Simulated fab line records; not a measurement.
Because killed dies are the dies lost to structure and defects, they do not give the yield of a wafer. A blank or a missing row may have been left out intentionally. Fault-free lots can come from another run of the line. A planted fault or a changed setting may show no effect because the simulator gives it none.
The tool behind it: which one? / flow n5-finfet / Sampling: 24 lots, 72 wafers, 4 of 1938 route steps

== WHAT EACH GAUGE READ, for each wafer ==
N5_BEOL_M7_OVL_MEAS_12.
lot=L074; measured=day 8 19:49; on=overlay-02; M7_OVL (nm)=-0.8 -0.2 -0.7
lot=L076; measured=day 8 22:35; on=overlay-01; M7_OVL (nm)=1.5 0.5 0.0
lot=L075; measured=day 9 03:01; on=overlay-01; M7_OVL (nm)=-0.6 -0.9 -0.3
lot=L078; measured=day 9 22:35; on=overlay-01; M7_OVL (nm)=-0.2 -0.3 -1.8
lot=L077; measured=day 10 04:14; on=overlay-02; M7_OVL (nm)=-0.7 0.0 0.0
lot=L079; measured=day 10 04:38; on=overlay-01; M7_OVL (nm)=0.0 0.4 -0.6
lot=L080; measured=day 10 20:08; on=overlay-01; M7_OVL (nm)=1.0 0.5 1.2
lot=L083; measured=day 11 01:40; on=overlay-01; M7_OVL (nm)=-0.2 -0.7 0.3
lot=L081; measured=day 11 01:53; on=overlay-01; M7_OVL (nm)=-0.2 0.2 -1.0
lot=L082; measured=day 11 05:23; on=overlay-02; M7_OVL (nm)=-0.6 -1.1 -0.4
lot=L084; measured=day 11 13:39; on=overlay-02; M7_OVL (nm)=0.8 -0.2 1.7
lot=L085; measured=day 11 13:21; on=overlay-02; M7_OVL (nm)=0.8 0.9 0.9
lot=L086; measured=day 12 03:05; on=overlay-02; M7_OVL (nm)=0.0 -0.5 0.5
lot=L088; measured=day 12 04:52; on=overlay-02; M7_OVL (nm)=-0.4 -0.1 -0.7
lot=L087; measured=day 12 17:07; on=overlay-02; M7_OVL (nm)=1.8 0.5 0.7
lot=L090; measured=day 12 22:02; on=overlay-01; M7_OVL (nm)=-1.4 -2.2 -0.2
lot=L092; measured=day 12 22:22; on=overlay-01; M7_OVL (nm)=1.1 0.6 -1.1
lot=L089; measured=day 12 22:24; on=overlay-01; M7_OVL (nm)=-0.3 -1.0 -0.4
lot=L091; measured=day 13 05:30; on=overlay-01; M7_OVL (nm)=-0.5 1.6 1.7
lot=L093; measured=day 13 21:04; on=overlay-01; M7_OVL (nm)=-0.2 -0.8 0.2
lot=L095; measured=day 13 21:37; on=overlay-01; M7_OVL (nm)=-1.2 0.5 -1.2
lot=L094; measured=day 14 01:39; on=overlay-01; M7_OVL (nm)=-0.3 1.0 0.7
lot=L097; measured=day 14 18:55; on=overlay-02; M7_OVL (nm)=0.1 0.0 -0.5
lot=L096; measured=day 14 19:16; on=overlay-01; M7_OVL (nm)=-0.8 -0.1 -0.3

== WHAT TOOL EACH LOT RAN ON (gives the tool, then ch and the chambers of the sampled wafers, and finally the start) ==
lot=L074; N5_BEOL_M6_ETCH_66=rie-diel-01 ch 0,2,3, day 8 13:49; N5_BEOL_M6_TRENCH_ETCH_37=rie-diel-01 ch 0,2,3, day 8 16:37 or earlier; N5_BEOL_M6_ANNEAL_51=rtp-anneal-02 ch 0, day 8 16:37
lot=L076; N5_BEOL_M6_ETCH_66=rie-diel-01 ch 1,3, day 8 16:40; N5_BEOL_M6_TRENCH_ETCH_37=rie-diel-01 ch 1,3, day 8 19:41 or earlier; N5_BEOL_M6_ANNEAL_51=rtp-anneal-01 ch 0, day 8 19:41
lot=L075; N5_BEOL_M6_ETCH_66=rie-diel-01 ch 1,2,3, day 8 21:47; N5_BEOL_M6_TRENCH_ETCH_37=rie-diel-01 ch 1,2,3, day 8 23:55 or earlier; N5_BEOL_M6_ANNEAL_51=rtp-anneal-01 ch 0, day 8 23:55
lot=L078; N5_BEOL_M6_ETCH_66=rie-diel-04 ch 0,2,3, day 9 17:29; N5_BEOL_M6_TRENCH_ETCH_37=rie-diel-04 ch 0,2,3, day 9 19:14 or earlier; N5_BEOL_M6_ANNEAL_51=rtp-anneal-02 ch 0, day 9 19:14
lot=L077; N5_BEOL_M6_ETCH_66=rie-diel-04 ch 0,2,3, day 9 21:49; N5_BEOL_M6_TRENCH_ETCH_37=rie-diel-04 ch 0,2,3, day 10 00:29 or earlier; N5_BEOL_M6_ANNEAL_51=rtp-anneal-01 ch 0, day 10 00:29
lot=L079; N5_BEOL_M6_ETCH_66=rie-diel-01 ch 0,2,3, day 9 22:25; N5_BEOL_M6_TRENCH_ETCH_37=rie-diel-01 ch 0,2,3, day 10 00:45 or earlier; N5_BEOL_M6_ANNEAL_51=rtp-anneal-02 ch 0, day 10 00:45
lot=L080; N5_BEOL_M6_ETCH_66=rie-diel-06 ch 0,2,3, day 10 14:08; N5_BEOL_M6_TRENCH_ETCH_37=rie-diel-06 ch 0,2,3, day 10 17:23 or earlier; N5_BEOL_M6_ANNEAL_51=rtp-anneal-02 ch 0, day 10 17:23
lot=L083; N5_BEOL_M6_ETCH_66=rie-diel-01 ch 0,2,3, day 10 18:21; N5_BEOL_M6_TRENCH_ETCH_37=rie-diel-01 ch 0,2,3, day 10 20:35 or earlier; N5_BEOL_M6_ANNEAL_51=rtp-anneal-01 ch 0, day 10 20:35
lot=L081; N5_BEOL_M6_ETCH_66=rie-diel-04 ch 0,2, day 10 18:30; N5_BEOL_M6_TRENCH_ETCH_37=rie-diel-04 ch 0,2, day 10 20:52 or earlier; N5_BEOL_M6_ANNEAL_51=rtp-anneal-01 ch 0, day 10 20:52
lot=L082; N5_BEOL_M6_ETCH_66=rie-diel-06 ch 0,1,2, day 10 20:35; N5_BEOL_M6_TRENCH_ETCH_37=rie-diel-06 ch 0,1,2, day 11 01:23 or earlier; N5_BEOL_M6_ANNEAL_51=rtp-anneal-01 ch 0, day 11 01:23
lot=L084; N5_BEOL_M6_ETCH_66=rie-diel-06 ch 0,1, day 11 07:29; N5_BEOL_M6_TRENCH_ETCH_37=rie-diel-06 ch 0,1, day 11 10:38 or earlier; N5_BEOL_M6_ANNEAL_51=rtp-anneal-01 ch 0, day 11 10:38
lot=L085; N5_BEOL_M6_ETCH_66=rie-diel-04 ch 0,1, day 11 07:41; N5_BEOL_M6_TRENCH_ETCH_37=rie-diel-04 ch 2,3, day 11 10:19 or earlier; N5_BEOL_M6_ANNEAL_51=rtp-anneal-02 ch 0, day 11 10:19
lot=L086; N5_BEOL_M6_ETCH_66=rie-diel-06 ch 1,2, day 11 21:35; N5_BEOL_M6_TRENCH_ETCH_37=rie-diel-06 ch 1,2, day 12 00:33 or earlier; N5_BEOL_M6_ANNEAL_51=rtp-anneal-01 ch 0, day 12 00:33
lot=L088; N5_BEOL_M6_ETCH_66=rie-diel-06 ch 0,2,3, day 11 22:29; N5_BEOL_M6_TRENCH_ETCH_37=rie-diel-06 ch 0,2,3, day 12 00:34 or earlier; N5_BEOL_M6_ANNEAL_51=rtp-anneal-02 ch 0, day 12 00:34
lot=L087; N5_BEOL_M6_ETCH_66=rie-diel-06 ch 0,1,2, day 12 10:44; N5_BEOL_M6_TRENCH_ETCH_37=rie-diel-06 ch 0,1,2, day 12 13:27 or earlier; N5_BEOL_M6_ANNEAL_51=rtp-anneal-02 ch 0, day 12 13:27
lot=L090; N5_BEOL_M6_ETCH_66=rie-diel-01 ch 1,2, day 12 14:28; N5_BEOL_M6_TRENCH_ETCH_37=rie-diel-01 ch 1,2, day 12 18:22 or earlier; N5_BEOL_M6_ANNEAL_51=rtp-anneal-02 ch 0, day 12 18:22
lot=L092; N5_BEOL_M6_ETCH_66=rie-diel-01 ch 1,3, day 12 16:40; N5_BEOL_M6_TRENCH_ETCH_37=rie-diel-01 ch 1,3, day 12 19:05 or earlier; N5_BEOL_M6_ANNEAL_51=rtp-anneal-01 ch 0, day 12 19:05
lot=L089; N5_BEOL_M6_ETCH_66=rie-diel-01 ch 2,3, day 12 17:05; N5_BEOL_M6_TRENCH_ETCH_37=rie-diel-01 ch 2,3, day 12 19:29 or earlier; N5_BEOL_M6_ANNEAL_51=rtp-anneal-02 ch 0, day 12 19:29
lot=L091; N5_BEOL_M6_ETCH_66=rie-diel-01 ch 0,2,3, day 13 01:14; N5_BEOL_M6_TRENCH_ETCH_37=rie-diel-01 ch 0,2,3, day 13 02:59 or earlier; N5_BEOL_M6_ANNEAL_51=rtp-anneal-02 ch 0, day 13 02:59
lot=L093; N5_BEOL_M6_ETCH_66=rie-diel-04 ch 1,3, day 13 14:22; N5_BEOL_M6_TRENCH_ETCH_37=rie-diel-04 ch 1,3, day 13 17:44 or earlier; N5_BEOL_M6_ANNEAL_51=rtp-anneal-02 ch 0, day 13 17:44
lot=L095; N5_BEOL_M6_ETCH_66=rie-diel-06 ch 0,1,2, day 13 16:53; N5_BEOL_M6_TRENCH_ETCH_37=rie-diel-06 ch 0,1,2, day 13 19:08 or earlier; N5_BEOL_M6_ANNEAL_51=rtp-anneal-01 ch 0, day 13 19:08
lot=L094; N5_BEOL_M6_ETCH_66=rie-diel-04 ch 0,2,3, day 13 20:42; N5_BEOL_M6_TRENCH_ETCH_37=rie-diel-04 ch 0,2,3, day 13 22:57 or earlier; N5_BEOL_M6_ANNEAL_51=rtp-anneal-02 ch 0, day 13 22:57
lot=L097; N5_BEOL_M6_ETCH_66=rie-diel-04 ch 0,1,3, day 14 11:40; N5_BEOL_M6_TRENCH_ETCH_37=rie-diel-04 ch 0,1,3, day 14 14:07 or earlier; N5_BEOL_M6_ANNEAL_51=rtp-anneal-01 ch 0, day 14 14:07
lot=L096; N5_BEOL_M6_ETCH_66=rie-diel-06 ch 0,1,3, day 14 11:51; N5_BEOL_M6_TRENCH_ETCH_37=rie-diel-06 ch 0,1,3, day 14 14:28 or earlier; N5_BEOL_M6_ANNEAL_51=rtp-anneal-02 ch 0, day 14 14:28
- N5_BEOL_M6_ETCH_66: etches SOC in N2/H2, target depth 80 nm, overetch 16 nm, time 120 s.
- N5_BEOL_M6_TRENCH_ETCH_37: etches SiCOH lowk in C4F6/O2, target depth 94.435 nm, time 31.5 s.
- N5_BEOL_M6_ANNEAL_51: time 90 s.

== AS READ BY THE TOOLS THEMSELVES (means over the sampled wafers that have a number; for cases with no such wafer, the mark the record gives instead) ==
N5_BEOL_M6_ETCH_66.
lot=L074; tool=rie-diel-01; drypump-motor-current-A (A)=5.5; oes-product-au (a.u.)=0.61; rf-vpp-V (V)=523.0; showerhead-plenum-p-Torr (Torr)=2.54; throttle-valve-pct (%)=18.04
lot=L076; tool=rie-diel-01; drypump-motor-current-A (A)=5.5; oes-product-au (a.u.)=0.62; rf-vpp-V (V)=524.8; showerhead-plenum-p-Torr (Torr)=2.60; throttle-valve-pct (%)=18.06
lot=L075; tool=rie-diel-01; drypump-motor-current-A (A)=5.7; oes-product-au (a.u.)=0.58; rf-vpp-V (V)=523.7; showerhead-plenum-p-Torr (Torr)=2.54; throttle-valve-pct (%)=18.19
lot=L078; tool=rie-diel-04; drypump-motor-current-A (A)=5.9; oes-product-au (a.u.)=0.59; rf-vpp-V (V)=524.2; showerhead-plenum-p-Torr (Torr)=2.55; throttle-valve-pct (%)=17.62
lot=L077; tool=rie-diel-04; drypump-motor-current-A (A)=6.0; oes-product-au (a.u.)=0.60; rf-vpp-V (V)=524.6; showerhead-plenum-p-Torr (Torr)=2.55; throttle-valve-pct (%)=17.61
lot=L079; tool=rie-diel-01; drypump-motor-current-A (A)=5.5; oes-product-au (a.u.)=0.68; rf-vpp-V (V)=526.3; showerhead-plenum-p-Torr (Torr)=2.64; throttle-valve-pct (%)=17.92
lot=L080; tool=rie-diel-06; drypump-motor-current-A (A)=5.8; oes-product-au (a.u.)=0.62; rf-vpp-V (V)=524.2; showerhead-plenum-p-Torr (Torr)=2.53; throttle-valve-pct (%)=17.73
lot=L083; tool=rie-diel-01; drypump-motor-current-A (A)=5.5; oes-product-au (a.u.)=0.67; rf-vpp-V (V)=526.9; showerhead-plenum-p-Torr (Torr)=2.64; throttle-valve-pct (%)=17.93
lot=L081; tool=rie-diel-04; drypump-motor-current-A (A)=5.7; oes-product-au (a.u.)=0.57; rf-vpp-V (V)=526.0; showerhead-plenum-p-Torr (Torr)=2.62; throttle-valve-pct (%)=17.67
lot=L082; tool=rie-diel-06; drypump-motor-current-A (A)=5.7; oes-product-au (a.u.)=0.66; rf-vpp-V (V)=524.0; showerhead-plenum-p-Torr (Torr)=2.55; throttle-valve-pct (%)=17.71
lot=L084; tool=rie-diel-06; drypump-motor-current-A (A)=5.7; oes-product-au (a.u.)=0.66; rf-vpp-V (V)=523.1; showerhead-plenum-p-Torr (Torr)=2.53; throttle-valve-pct (%)=17.67
lot=L085; tool=rie-diel-04; drypump-motor-current-A (A)=5.7; oes-product-au (a.u.)=0.56; rf-vpp-V (V)=523.9; showerhead-plenum-p-Torr (Torr)=2.53; throttle-valve-pct (%)=17.64
lot=L086; tool=rie-diel-06; drypump-motor-current-A (A)=5.8; oes-product-au (a.u.)=0.68; rf-vpp-V (V)=525.6; showerhead-plenum-p-Torr (Torr)=2.57; throttle-valve-pct (%)=17.66
lot=L088; tool=rie-diel-06; drypump-motor-current-A (A)=5.8; oes-product-au (a.u.)=0.61; rf-vpp-V (V)=523.0; showerhead-plenum-p-Torr (Torr)=2.53; throttle-valve-pct (%)=17.76
lot=L087; tool=rie-diel-06; drypump-motor-current-A (A)=5.7; oes-product-au (a.u.)=0.64; rf-vpp-V (V)=523.4; showerhead-plenum-p-Torr (Torr)=2.54; throttle-valve-pct (%)=17.73
lot=L090; tool=rie-diel-01; drypump-motor-current-A (A)=5.7; oes-product-au (a.u.)=0.59; rf-vpp-V (V)=526.4; showerhead-plenum-p-Torr (Torr)=2.66; throttle-valve-pct (%)=18.28
lot=L092; tool=rie-diel-01; drypump-motor-current-A (A)=5.6; oes-product-au (a.u.)=0.57; rf-vpp-V (V)=525.0; showerhead-plenum-p-Torr (Torr)=2.61; throttle-valve-pct (%)=18.27
lot=L089; tool=rie-diel-01; drypump-motor-current-A (A)=5.6; oes-product-au (a.u.)=0.63; rf-vpp-V (V)=525.7; showerhead-plenum-p-Torr (Torr)=2.61; throttle-valve-pct (%)=17.97
lot=L091; tool=rie-diel-01; drypump-motor-current-A (A)=5.5; oes-product-au (a.u.)=0.64; rf-vpp-V (V)=525.5; showerhead-plenum-p-Torr (Torr)=2.63; throttle-valve-pct (%)=17.96
lot=L093; tool=rie-diel-04; drypump-motor-current-A (A)=5.9; oes-product-au (a.u.)=0.55; rf-vpp-V (V)=522.2; showerhead-plenum-p-Torr (Torr)=2.45; throttle-valve-pct (%)=17.62
lot=L095; tool=rie-diel-06; drypump-motor-current-A (A)=5.7; oes-product-au (a.u.)=0.63; rf-vpp-V (V)=524.2; showerhead-plenum-p-Torr (Torr)=2.54; throttle-valve-pct (%)=17.75
lot=L094; tool=rie-diel-04; drypump-motor-current-A (A)=5.9; oes-product-au (a.u.)=0.57; rf-vpp-V (V)=523.4; showerhead-plenum-p-Torr (Torr)=2.54; throttle-valve-pct (%)=17.66
lot=L097; tool=rie-diel-04; drypump-motor-current-A (A)=5.9; oes-product-au (a.u.)=0.64; rf-vpp-V (V)=522.4; showerhead-plenum-p-Torr (Torr)=2.50; throttle-valve-pct (%)=17.53
lot=L096; tool=rie-diel-06; drypump-motor-current-A (A)=5.9; oes-product-au (a.u.)=0.62; rf-vpp-V (V)=523.6; showerhead-plenum-p-Torr (Torr)=2.54; throttle-valve-pct (%)=17.68

N5_BEOL_M6_TRENCH_ETCH_37.
lot=L074; tool=rie-diel-01; O2_flow_sccm (sccm)=9.997; drypump-motor-current-A (A)=5.5; oes-product-au (a.u.)=0.80; rf-vpp-V (V)=663; showerhead-plenum-p-Torr (Torr)=2.82; throttle-valve-pct (%)=21.05
lot=L076; tool=rie-diel-01; O2_flow_sccm (sccm)=9.974; drypump-motor-current-A (A)=5.6; oes-product-au (a.u.)=0.81; rf-vpp-V (V)=683; showerhead-plenum-p-Torr (Torr)=2.87; throttle-valve-pct (%)=20.97
lot=L075; tool=rie-diel-01; O2_flow_sccm (sccm)=10.001; drypump-motor-current-A (A)=5.7; oes-product-au (a.u.)=0.75; rf-vpp-V (V)=674; showerhead-plenum-p-Torr (Torr)=2.83; throttle-valve-pct (%)=21.21
lot=L078; tool=rie-diel-04; O2_flow_sccm (sccm)=10.006; drypump-motor-current-A (A)=6.0; oes-product-au (a.u.)=0.79; rf-vpp-V (V)=667; showerhead-plenum-p-Torr (Torr)=2.87; throttle-valve-pct (%)=20.75
lot=L077; tool=rie-diel-04; O2_flow_sccm (sccm)=9.989; drypump-motor-current-A (A)=6.0; oes-product-au (a.u.)=0.79; rf-vpp-V (V)=667; showerhead-plenum-p-Torr (Torr)=2.87; throttle-valve-pct (%)=20.74
lot=L079; tool=rie-diel-01; O2_flow_sccm (sccm)=10.015; drypump-motor-current-A (A)=5.5; oes-product-au (a.u.)=0.88; rf-vpp-V (V)=665; showerhead-plenum-p-Torr (Torr)=2.93; throttle-valve-pct (%)=20.96
lot=L080; tool=rie-diel-06; O2_flow_sccm (sccm)=10.017; drypump-motor-current-A (A)=5.8; oes-product-au (a.u.)=0.80; rf-vpp-V (V)=672; showerhead-plenum-p-Torr (Torr)=2.84; throttle-valve-pct (%)=20.84
lot=L083; tool=rie-diel-01; O2_flow_sccm (sccm)=9.996; drypump-motor-current-A (A)=5.5; oes-product-au (a.u.)=0.87; rf-vpp-V (V)=666; showerhead-plenum-p-Torr (Torr)=2.93; throttle-valve-pct (%)=20.98
lot=L081; tool=rie-diel-04; O2_flow_sccm (sccm)=9.999; drypump-motor-current-A (A)=5.7; oes-product-au (a.u.)=0.75; rf-vpp-V (V)=656; showerhead-plenum-p-Torr (Torr)=2.91; throttle-valve-pct (%)=20.69
lot=L082; tool=rie-diel-06; O2_flow_sccm (sccm)=10.004; drypump-motor-current-A (A)=5.7; oes-product-au (a.u.)=0.88; rf-vpp-V (V)=679; showerhead-plenum-p-Torr (Torr)=2.86; throttle-valve-pct (%)=20.90
lot=L084; tool=rie-diel-06; O2_flow_sccm (sccm)=10.023; drypump-motor-current-A (A)=5.7; oes-product-au (a.u.)=0.87; rf-vpp-V (V)=693; showerhead-plenum-p-Torr (Torr)=2.83; throttle-valve-pct (%)=20.66
lot=L085; tool=rie-diel-04; O2_flow_sccm (sccm)=9.975; drypump-motor-current-A (A)=6.0; oes-product-au (a.u.)=0.75; rf-vpp-V (V)=660; showerhead-plenum-p-Torr (Torr)=2.83; throttle-valve-pct (%)=20.88
lot=L086; tool=rie-diel-06; O2_flow_sccm (sccm)=10.003; drypump-motor-current-A (A)=5.8; oes-product-au (a.u.)=0.91; rf-vpp-V (V)=662; showerhead-plenum-p-Torr (Torr)=2.92; throttle-valve-pct (%)=21.05
lot=L088; tool=rie-diel-06; O2_flow_sccm (sccm)=9.977; drypump-motor-current-A (A)=5.8; oes-product-au (a.u.)=0.80; rf-vpp-V (V)=672; showerhead-plenum-p-Torr (Torr)=2.83; throttle-valve-pct (%)=20.86
lot=L087; tool=rie-diel-06; O2_flow_sccm (sccm)=9.978; drypump-motor-current-A (A)=5.7; oes-product-au (a.u.)=0.85; rf-vpp-V (V)=678; showerhead-plenum-p-Torr (Torr)=2.86; throttle-valve-pct (%)=20.92
lot=L090; tool=rie-diel-01; O2_flow_sccm (sccm)=9.988; drypump-motor-current-A (A)=5.7; oes-product-au (a.u.)=0.76; rf-vpp-V (V)=677; showerhead-plenum-p-Torr (Torr)=2.95; throttle-valve-pct (%)=21.24
lot=L092; tool=rie-diel-01; O2_flow_sccm (sccm)=9.998; drypump-motor-current-A (A)=5.6; oes-product-au (a.u.)=0.73; rf-vpp-V (V)=683; showerhead-plenum-p-Torr (Torr)=2.87; throttle-valve-pct (%)=21.11
lot=L089; tool=rie-diel-01; O2_flow_sccm (sccm)=9.971; drypump-motor-current-A (A)=5.6; oes-product-au (a.u.)=0.82; rf-vpp-V (V)=679; showerhead-plenum-p-Torr (Torr)=2.91; throttle-valve-pct (%)=21.07
lot=L091; tool=rie-diel-01; O2_flow_sccm (sccm)=9.978; drypump-motor-current-A (A)=5.5; oes-product-au (a.u.)=0.83; rf-vpp-V (V)=665; showerhead-plenum-p-Torr (Torr)=2.92; throttle-valve-pct (%)=21.01
lot=L093; tool=rie-diel-04; O2_flow_sccm (sccm)=9.994; drypump-motor-current-A (A)=5.9; oes-product-au (a.u.)=0.72; rf-vpp-V (V)=676; showerhead-plenum-p-Torr (Torr)=2.78; throttle-valve-pct (%)=20.95
lot=L095; tool=rie-diel-06; O2_flow_sccm (sccm)=10.011; drypump-motor-current-A (A)=5.7; oes-product-au (a.u.)=0.83; rf-vpp-V (V)=679; showerhead-plenum-p-Torr (Torr)=2.85; throttle-valve-pct (%)=20.93
lot=L094; tool=rie-diel-04; O2_flow_sccm (sccm)=10.021; drypump-motor-current-A (A)=5.9; oes-product-au (a.u.)=0.75; rf-vpp-V (V)=667; showerhead-plenum-p-Torr (Torr)=2.85; throttle-valve-pct (%)=20.79
lot=L097; tool=rie-diel-04; O2_flow_sccm (sccm)=9.998; drypump-motor-current-A (A)=5.9; oes-product-au (a.u.)=0.83; rf-vpp-V (V)=681; showerhead-plenum-p-Torr (Torr)=2.81; throttle-valve-pct (%)=20.74
lot=L096; tool=rie-diel-06; O2_flow_sccm (sccm)=9.984; drypump-motor-current-A (A)=5.9; oes-product-au (a.u.)=0.81; rf-vpp-V (V)=667; showerhead-plenum-p-Torr (Torr)=2.85; throttle-valve-pct (%)=20.80

N5_BEOL_M6_ANNEAL_51.
lot=L074 tool=rtp-anneal-02 wafer_temp_C_max=225.90
lot=L076 tool=rtp-anneal-01 wafer_temp_C_max=225.60
lot=L075 tool=rtp-anneal-01 wafer_temp_C_max=226.07
lot=L078 tool=rtp-anneal-02 wafer_temp_C_max=225.63
lot=L077 tool=rtp-anneal-01 wafer_temp_C_max=226.14
lot=L079 tool=rtp-anneal-02 wafer_temp_C_max=225.85
lot=L080 tool=rtp-anneal-02 wafer_temp_C_max=225.63
lot=L083 tool=rtp-anneal-01 wafer_temp_C_max=226.06
lot=L081 tool=rtp-anneal-01 wafer_temp_C_max=226.05
lot=L082 tool=rtp-anneal-01 wafer_temp_C_max=226.03
lot=L084 tool=rtp-anneal-01 wafer_temp_C_max=225.83
lot=L085 tool=rtp-anneal-02 wafer_temp_C_max=225.61
lot=L086 tool=rtp-anneal-01 wafer_temp_C_max=225.86
lot=L088 tool=rtp-anneal-02 wafer_temp_C_max=225.86
lot=L087 tool=rtp-anneal-02 wafer_temp_C_max=225.97
lot=L090 tool=rtp-anneal-02 wafer_temp_C_max=225.87
lot=L092 tool=rtp-anneal-01 wafer_temp_C_max=225.99
lot=L089 tool=rtp-anneal-02 wafer_temp_C_max=225.78
lot=L091 tool=rtp-anneal-02 wafer_temp_C_max=225.72
lot=L093 tool=rtp-anneal-02 wafer_temp_C_max=225.83
lot=L095 tool=rtp-anneal-01 wafer_temp_C_max=225.93
lot=L094 tool=rtp-anneal-02 wafer_temp_C_max=225.55
lot=L097 tool=rtp-anneal-01 wafer_temp_C_max=226.02
lot=L096 tool=rtp-anneal-02 wafer_temp_C_max=225.63

== THE ANSWER, worked out from the rows above alone ==
Rule: the usual values come from the lots themselves. Put in order of their means at a reading, lots are off if they are a third of the lots or fewer, leave a main group of 4 or more, and stand apart from it by a gap of 3 or more times the standard deviation of the main group's means; of several such gaps the widest counts. A main group whose means are all the same, to the digits that the tables above print for the reading, isn't used. A lot without any number at a reading at which 4 lots or more have one is off too. The other lots that the step has rows for count as sound. After the gauges, taken in route order, come the tools' own readings; for these a lot's mean is taken, as printed above. The first step at which some lot is off is used, and at that step the reading that is off furthest; a lot without a number counts as furthest.
No lot is off at any reading shown: from this, nothing can be told.

== WHAT THE SIMULATOR PUT IN ==
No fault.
